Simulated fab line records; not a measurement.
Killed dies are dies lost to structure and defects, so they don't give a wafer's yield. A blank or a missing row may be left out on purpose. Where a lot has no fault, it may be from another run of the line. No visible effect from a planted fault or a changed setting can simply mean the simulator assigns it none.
Chamber matching	flow n5 finfet	rie diel-04 running N5_MOL_CONTACT_COAG_ETCH_90: 4 sister chambers
The step etches SiARC in CF4, target depth 13 nm, time 21.7 s. 16 wafers are shown with their chamber, then 8 later ones without.

WAFERS, EACH WITH ITS CHAMBER
wafer	chamber	showerhead plenum p Torr (Torr)	throttle valve pct (%)	oes product au (a.u.)
L075.2	2	2.21	15.68	0.64
L075.4	1	2.06	15.33	0.63
L075.6	0	2.05	15.54	0.60
L078.1	1	2.06	15.37	0.61
L078.5	3	2.10	15.11	0.80
L078.6	2	2.21	15.67	0.63
L080.1	3	2.10	15.14	0.79
L080.3	1	2.05	15.37	0.62
L080.6	0	2.04	15.58	0.60
L081.1	2	2.21	15.69	0.63
L081.2	1	2.05	15.37	0.62
L081.5	1	2.05	15.35	0.62
L086.2	0	2.04	15.58	0.59
L086.3	2	2.21	15.71	0.63
L086.5	3	2.09	15.14	0.77
L087.1	0	2.04	15.62	0.59

SIGNATURES (means of the wafers above)
reading	chamber 0	chamber 1	chamber 2	chamber 3	scatter within a chamber
showerhead plenum p Torr	2.0425	2.0540	2.2100	2.0967	0.00467
throttle valve pct	15.5800	15.3580	15.6875	15.1300	0.0223
oes product au	0.5950	0.6200	0.6325	0.7867	0.00837
Rule: distance of a wafer from a chamber = root of the sum over the readings of ((wafer's reading minus chamber's mean) / reading's scatter) squared. If the next closest chamber is less than 2 further off than the closest, the wafer can't be placed; otherwise it belongs to the closest. The scatter: take each reading less its chamber's mean, square it, sum over the shown wafers, divide by the number of wafers less the number of chambers, and take the root.

WAFERS WITH NO CHAMBER GIVEN
wafer	showerhead plenum p Torr (Torr)	throttle valve pct (%)	oes product au (a.u.)
L087.4	2.21	15.71	0.63
L087.5	2.21	15.71	0.62
L094.2	2.20	15.75	0.61
L094.4	2.29	15.14	0.85
L094.5	2.29	15.15	0.85
L095.3	2.04	15.40	0.60
L095.5	2.08	15.20	0.74
L095.6	2.29	15.13	0.83

WHICH CHAMBER EACH WENT THROUGH
wafer	from the rows above	in truth
L087.4	2	2
L087.5	2	2
L094.2	2	2
L094.4	2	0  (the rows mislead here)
L094.5	2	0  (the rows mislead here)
L095.3	1	1
L095.5	3	3
L095.6	2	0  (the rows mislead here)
Correct placement for 5 of the 8. From these rows, 0 cannot be placed. Wrongly placed: 3.
